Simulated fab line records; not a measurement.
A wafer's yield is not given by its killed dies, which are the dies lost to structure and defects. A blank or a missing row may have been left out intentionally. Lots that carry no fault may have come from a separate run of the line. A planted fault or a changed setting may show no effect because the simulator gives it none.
Which tool did it? + flow nand-harc + 72 wafers from 24 lots sampled at 5 of the route's 1302 steps

## WHAT EACH GAUGE READ, for each wafer
NHARC_A_SGD_CUT_INSPECT_25.
| lot  | measured     | on                | raw-defect-count |
|------|--------------|-------------------|------------------|
| L075 | day 19 19:01 | defect-inspect-02 | 409 420 397      |
| L076 | day 19 19:02 | defect-inspect-02 | 366 324 324      |
| L074 | day 19 19:11 | defect-inspect-02 | 285 368 331      |
| L077 | day 20 13:42 | defect-inspect-02 | 488 417 693      |
| L078 | day 21 03:12 | defect-inspect-01 | 395 359 523      |
| L079 | day 21 22:44 | defect-inspect-01 | 270 317 337      |
| L080 | day 21 22:44 | defect-inspect-02 | 364 396 410      |
| L081 | day 22 10:37 | defect-inspect-02 | 428 427 479      |
| L082 | day 22 10:37 | defect-inspect-01 | 442 379 425      |
| L084 | day 23 11:25 | defect-inspect-02 | 464 462 328      |
| L083 | day 23 11:26 | defect-inspect-01 | 378 463 546      |
| L085 | day 23 11:36 | defect-inspect-02 | 335 339 368      |
| L087 | day 24 20:30 | defect-inspect-02 | 382 400 389      |
| L086 | day 24 20:33 | defect-inspect-02 | 360 316 392      |
| L089 | day 25 14:24 | defect-inspect-01 | 393 298 344      |
| L090 | day 25 14:25 | defect-inspect-02 | 611 386 338      |
| L088 | day 25 14:31 | defect-inspect-01 | 331 370 305      |
| L092 | day 27 00:31 | defect-inspect-02 | 368 377 376      |
| L091 | day 27 00:31 | defect-inspect-01 | 430 677 464      |
| L093 | day 27 10:34 | defect-inspect-01 | 340 354 276      |
| L094 | day 27 20:22 | defect-inspect-02 | 251 257 259      |
| L095 | day 28 14:21 | defect-inspect-01 | 228 293 363      |
| L096 | day 28 14:22 | defect-inspect-02 | 337 347 339      |
| L097 | day 28 23:59 | defect-inspect-02 | 461 409 438      |

NHARC_A_SLIT_CD_MEAS_21.
| lot  | measured     | on        | cd-nm (nm)        |
|------|--------------|-----------|-------------------|
| L075 | day 20 06:49 | cd-sem-02 | 289.5 290.0 289.9 |
| L076 | day 20 10:37 | cd-sem-01 | 290.4 289.6 288.7 |
| L074 | day 20 09:53 | cd-sem-02 | 290.0 289.7 289.5 |
| L077 | day 21 01:16 | cd-sem-01 | 289.4 289.5 289.9 |
| L078 | day 21 14:43 | cd-sem-01 | 288.8 289.6 290.2 |
| L079 | day 22 11:02 | cd-sem-01 | 289.8 289.0 289.4 |
| L080 | day 22 11:47 | cd-sem-01 | 289.3 289.6 289.7 |
| L081 | day 22 23:36 | cd-sem-01 | 287.3 287.4 286.3 |
| L082 | day 23 02:29 | cd-sem-01 | 289.9 289.2 289.4 |
| L084 | day 23 23:35 | cd-sem-02 | 289.4 289.8 289.1 |
| L083 | day 23 23:44 | cd-sem-01 | 288.9 289.2 289.0 |
| L085 | day 24 03:29 | cd-sem-02 | 289.5 289.8 289.1 |
| L087 | day 25 07:47 | cd-sem-03 | 289.6 289.5 289.2 |
| L086 | day 25 07:59 | cd-sem-03 | 289.3 289.9 289.7 |
| L089 | day 26 02:14 | cd-sem-02 | 288.8 288.1 289.0 |
| L090 | day 26 01:47 | cd-sem-03 | 288.0 287.8 287.8 |
| L088 | day 26 05:40 | cd-sem-03 | 289.4 288.7 289.3 |
| L092 | day 27 11:59 | cd-sem-02 | 289.5 289.8 289.3 |
| L091 | day 27 12:07 | cd-sem-03 | 288.6 288.4 289.3 |
| L093 | day 28 00:01 | cd-sem-02 | 289.1 289.1 289.2 |
| L094 | day 28 08:05 | cd-sem-01 | 291.0 289.8 290.2 |
| L095 | day 29 01:59 | cd-sem-03 | 289.5 289.5 288.9 |
| L096 | day 29 02:25 | cd-sem-01 | 290.3 290.2 289.5 |
| L097 | day 29 12:20 | cd-sem-03 | 289.8 289.6 289.4 |

NHARC_A_SIN_REMOVE_INSPECT_04.
| lot  | measured     | on                | raw-defect-count |
|------|--------------|-------------------|------------------|
| L075 | day 20 13:28 | defect-inspect-02 | 392 334 309      |
| L076 | day 20 16:34 | defect-inspect-02 | 330 267 308      |
| L074 | day 20 16:32 | defect-inspect-01 | 329 364 375      |
| L077 | day 21 07:53 | defect-inspect-02 | 477 384 713      |
| L078 | day 21 21:26 | defect-inspect-02 | 411 356 506      |
| L079 | day 22 17:41 | defect-inspect-02 | 315 350 372      |
| L080 | day 22 17:42 | defect-inspect-02 | 361 365 390      |
| L081 | day 23 06:16 | defect-inspect-01 | 443 384 383      |
| L082 | day 23 11:35 | defect-inspect-01 | 492 402 444      |
| L084 | day 24 06:11 | defect-inspect-02 | 431 417 322      |
| L083 | day 24 06:10 | defect-inspect-01 | 412 501 558      |
| L085 | day 24 10:05 | defect-inspect-01 | 361 331 370      |
| L087 | day 25 14:25 | defect-inspect-01 | 406 359 352      |
| L086 | day 25 14:25 | defect-inspect-02 | 344 367 390      |
| L089 | day 26 08:26 | defect-inspect-02 | 390 341 378      |
| L090 | day 26 08:27 | defect-inspect-01 | 620 402 352      |
| L088 | day 26 12:23 | defect-inspect-01 | 358 383 298      |
| L092 | day 27 18:35 | defect-inspect-01 | 412 417 460      |
| L091 | day 27 18:35 | defect-inspect-02 | 357 631 448      |
| L093 | day 28 06:45 | defect-inspect-02 | 354 367 287      |
| L094 | day 28 14:43 | defect-inspect-01 | 295 280 292      |
| L095 | day 29 08:38 | defect-inspect-02 | 220 292 365      |
| L096 | day 29 08:38 | defect-inspect-01 | 378 382 350      |
| L097 | day 29 18:59 | defect-inspect-01 | 377 394 438      |

## TOOL THAT RAN EACH LOT (tool first, then ch and the chambers of the sampled wafers, then the start)
| lot  | NHARC_A_SLIT_DEP_25             | NHARC_A_SLIT_DEP_23             |
|------|---------------------------------|---------------------------------|
| L075 | pecvd-01 ch 0,1,2, day 19 19:05 | pecvd-02 ch 0,1,2, day 19 23:14 |
| L076 | pecvd-01 ch 0,2, day 19 19:24   | pecvd-01 ch 0,1,2, day 20 03:01 |
| L074 | pecvd-02 ch 0,1,2, day 19 19:19 | pecvd-01 ch 0,1,2, day 20 02:45 |
| L077 | pecvd-02 ch 0,1,2, day 20 13:46 | pecvd-04 ch 0,1,2, day 20 18:10 |
| L078 | pecvd-01 ch 1,2, day 21 03:18   | pecvd-01 ch 1,2, day 21 07:38   |
| L079 | pecvd-02 ch 0,1,2, day 21 23:08 | pecvd-01 ch 0,1,2, day 22 04:01 |
| L080 | pecvd-04 ch 0,1,2, day 21 23:10 | pecvd-02 ch 0,1,2, day 22 04:40 |
| L081 | pecvd-04 ch 0,1,2, day 22 10:41 | pecvd-04 ch 0,2, day 22 16:35   |
| L082 | pecvd-01 ch 1,2, day 22 10:43   | pecvd-04 ch 0,1, day 22 17:01   |
| L084 | pecvd-02 ch 0,1, day 23 11:29   | pecvd-02 ch 0,2, day 23 15:41   |
| L083 | pecvd-01 ch 1,2, day 23 11:32   | pecvd-04 ch 0,2, day 23 16:05   |
| L085 | pecvd-04 ch 0,1, day 23 11:40   | pecvd-02 ch 1,2, day 23 16:05   |
| L087 | pecvd-04 ch 1,2, day 24 20:36   | pecvd-01 ch 0,1, day 25 00:38   |
| L086 | pecvd-01 ch 0,1,2, day 24 20:37 | pecvd-04 ch 0,1, day 25 00:47   |
| L089 | pecvd-04 ch 0,2, day 25 14:44   | pecvd-01 ch 0,1,2, day 25 18:49 |
| L090 | pecvd-04 ch 0,1,2, day 25 14:28 | pecvd-01 ch 0,1,2, day 25 18:40 |
| L088 | pecvd-01 ch 0,1, day 25 14:44   | pecvd-04 ch 0,1,2, day 25 21:59 |
| L092 | pecvd-02 ch 0,1,2, day 27 00:40 | pecvd-01 ch 0,2, day 27 04:41   |
| L091 | pecvd-01 ch 0,1,2, day 27 00:35 | pecvd-02 ch 1,2, day 27 04:40   |
| L093 | pecvd-01 ch 1,2, day 27 10:38   | pecvd-02 ch 0,1,2, day 27 16:50 |
| L094 | pecvd-01 ch 0,1,2, day 27 20:25 | pecvd-02 ch 0,1,2, day 28 00:56 |
| L095 | pecvd-02 ch 1,2, day 28 14:25   | pecvd-02 ch 0,2, day 28 18:52   |
| L096 | pecvd-04 ch 0,2, day 28 14:26   | pecvd-04 ch 1,2, day 28 18:58   |
| L097 | pecvd-01 ch 0,2, day 29 00:03   | pecvd-04 ch 0,1,2, day 29 04:52 |
- NHARC_A_SLIT_DEP_25: deposits SiO2, target thk 200 nm.
- NHARC_A_SLIT_DEP_23: deposits SiON, target thk 100 nm.

## WHAT THE TOOLS THEMSELVES READ (means of the sampled wafers that have a number; where no wafer has one, the mark that the record gives instead)
NHARC_A_SLIT_DEP_25.
| lot  | tool     | chamber-pressure-Torr (Torr) | heater-power-w (W) | susceptor-temp-C (C) | throttle-valve-pct (%) |
|------|----------|------------------------------|--------------------|----------------------|------------------------|
| L075 | pecvd-01 | 6.507                        | 547                | 400.15               | 15.6                   |
| L076 | pecvd-01 | 6.506                        | 626                | 400.15               | 15.7                   |
| L074 | pecvd-02 | 6.507                        | 629                | 400.10               | 15.9                   |
| L077 | pecvd-02 | 6.499                        | 575                | 399.88               | 16.0                   |
| L078 | pecvd-01 | 6.493                        | 615                | 399.96               | 15.8                   |
| L079 | pecvd-02 | 6.499                        | 553                | 399.94               | 16.0                   |
| L080 | pecvd-04 | 6.493                        | 582                | 400.12               | 16.0                   |
| L081 | pecvd-04 | 6.498                        | 550                | 399.91               | 15.9                   |
| L082 | pecvd-01 | 6.500                        | 613                | 399.70               | 15.2                   |
| L084 | pecvd-02 | 6.518                        | 659                | 399.91               | 16.4                   |
| L083 | pecvd-01 | 6.510                        | 627                | 399.73               | 15.1                   |
| L085 | pecvd-04 | 6.498                        | 505                | 399.86               | 15.5                   |
| L087 | pecvd-04 | 6.502                        | 665                | 400.04               | 16.3                   |
| L086 | pecvd-01 | 6.504                        | 593                | 400.07               | 15.4                   |
| L089 | pecvd-04 | 6.503                        | 582                | 400.16               | 16.3                   |
| L090 | pecvd-04 | 6.502                        | 603                | 400.08               | 16.1                   |
| L088 | pecvd-01 | 6.493                        | 595                | 399.90               | 15.6                   |
| L092 | pecvd-02 | 6.483                        | 582                | 399.98               | 16.1                   |
| L091 | pecvd-01 | 6.487                        | 556                | 399.99               | 15.7                   |
| L093 | pecvd-01 | 6.511                        | 664                | 400.19               | 15.5                   |
| L094 | pecvd-01 | 6.492                        | 591                | 400.08               | 15.6                   |
| L095 | pecvd-02 | 6.513                        | 578                | 399.96               | 16.0                   |
| L096 | pecvd-04 | 6.490                        | 582                | 399.95               | 15.7                   |
| L097 | pecvd-01 | 6.495                        | 566                | 400.11               | 15.6                   |

NHARC_A_SLIT_DEP_23.
| lot  | tool     | chamber-pressure-Torr (Torr) | heater-power-w (W) | susceptor-temp-C (C) |
|------|----------|------------------------------|--------------------|----------------------|
| L075 | pecvd-02 | 3.501                        | 804                | 400.06               |
| L076 | pecvd-01 | 3.509                        | 795                | 399.86               |
| L074 | pecvd-01 | 3.502                        | 803                | 399.95               |
| L077 | pecvd-04 | 3.502                        | 741                | 399.82               |
| L078 | pecvd-01 | 3.507                        | 864                | 399.92               |
| L079 | pecvd-01 | 3.496                        | 747                | 399.92               |
| L080 | pecvd-02 | 3.500                        | 711                | 399.81               |
| L081 | pecvd-04 | 3.493                        | 816                | 400.29               |
| L082 | pecvd-04 | 3.505                        | 749                | 399.90               |
| L084 | pecvd-02 | 3.497                        | 745                | 399.97               |
| L083 | pecvd-04 | 3.501                        | 786                | 400.06               |
| L085 | pecvd-02 | 3.504                        | 798                | 399.92               |
| L087 | pecvd-01 | 3.489                        | 797                | 399.80               |
| L086 | pecvd-04 | 3.493                        | 705                | 399.87               |
| L089 | pecvd-01 | 3.502                        | 715                | 400.05               |
| L090 | pecvd-01 | 3.497                        | 821                | 400.04               |
| L088 | pecvd-04 | 3.501                        | 745                | 399.94               |
| L092 | pecvd-01 | 3.497                        | 740                | 400.12               |
| L091 | pecvd-02 | 3.500                        | 775                | 400.10               |
| L093 | pecvd-02 | 3.506                        | 792                | 400.07               |
| L094 | pecvd-02 | 3.498                        | 809                | 400.07               |
| L095 | pecvd-02 | 3.502                        | 747                | 399.86               |
| L096 | pecvd-04 | 3.494                        | 756                | 400.18               |
| L097 | pecvd-04 | 3.493                        | 778                | 400.25               |

## THE ANSWER, worked out from the rows above alone
Rule: the lots themselves supply what counts as usual. The widest of any qualifying gaps counts: lots, ordered by their means at a reading, are off when they make up no more than a third of the lots, leave a main group of 4 or more, and stand apart from it by 3 or more times the standard deviation of that group's means. If all means in a main group match to the digits the tables above print for the reading, that group is not used. Also off: a lot with no number at a reading for which 4 or more lots have one. Where the step has rows for the other lots, those lots are counted as sound. Order of review: gauges by route order, followed by the tools' own readings, for which a lot's mean as printed above is used. At the first step where some lot is off, the reading lying furthest off is the one used; lots without a number count as furthest.
No lot is off on any of the readings shown, so nothing can be concluded from this.

## WHAT THE SIMULATOR HAD PUT IN
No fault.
